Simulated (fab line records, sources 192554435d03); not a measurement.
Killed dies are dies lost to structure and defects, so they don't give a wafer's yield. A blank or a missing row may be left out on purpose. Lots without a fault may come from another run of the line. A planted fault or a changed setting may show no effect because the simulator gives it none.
Problem report in the 8D (eight disciplines) form, filled by code | flow n5_finfet | the parts of the form that need people (team, actions taken, sign-off) are left out

1. THE PROBLEM
spin_speed_rpm at N5_BEOL_M5_COAT_22 reads a mean of 1416.5 rpm on 5 wafers of 2 lots; wafers without a fault read 1500.0 rpm with a standard deviation of 1.1. That is -76 standard deviations from the usual mean.
The step: resist thk 30 nm.
First seen on wafer L644.5, day 12 09:17, on litho_track-05. The record holds 32 wafers of 11 lots with a number at this step. Rule for "out", or "out of limits": more than 4 standard deviations from the usual mean. The other wafers with a number count as sound.

2. WHAT IT IS AND WHAT IT IS NOT
question                    | is                     | is not
which readings at this step | spin_speed_rpm         | -
which lots                  | L644, L651             | L639, L642, L643, L647, L654, L658, L660, L661, L662
which wafers of those lots  | all that have a number | -
read on which tools         | litho_track-05         | litho_track-02, litho_track-03
when                        | from day 12 09:17      | up to then (6 sound wafers); but 21 sound wafers of L643, L647, L654, L658, L660, L661, L662 came after

3. SUSPECTS, AND WHAT RULES EACH OUT
Counting: a tool at a process step up to the reading stays a suspect if it ran every lot that is out and no sound lot after the first of them.
- litho_track-05 at N5_BEOL_M5_COAT_22 (resist thk 30 nm): ruled out as a lasting fault. Sound lots L662 ran on it after its first lot that is out, L644 (day 12 09:17).
Left after counting: nothing in the record.

4. THE CAUSE (what the simulator had put in)
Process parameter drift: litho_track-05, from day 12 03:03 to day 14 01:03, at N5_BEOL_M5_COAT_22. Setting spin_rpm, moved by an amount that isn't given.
Counting ruled it out, wrongly.

5. THE CHAIN OF EFFECTS, in route order
Each row: a reading whose mean over the struck wafers that have a number lies more than 3 standard deviations from the usual. Only readings for which the record gives a usual standard deviation are gone through. hours: the time from each lot's start at the first step in this table that gives one to its start at this step, as a median over the lots. sigmas: the change in usual standard deviations.
hours | step               | reading        | usual      | on struck wafers | change | sigmas
0     | N5_BEOL_M5_COAT_22 | spin_speed_rpm | 1500.0 rpm | 1416.5           | -83.5  | -76
The process steps in it:
- N5_BEOL_M5_COAT_22: resist thk 30 nm.

6. WHAT WOULD HAVE CAUGHT IT SOONER
In this record the first reading out of limits was taken at day 12 09:17, 6 hours after the fault began at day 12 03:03.
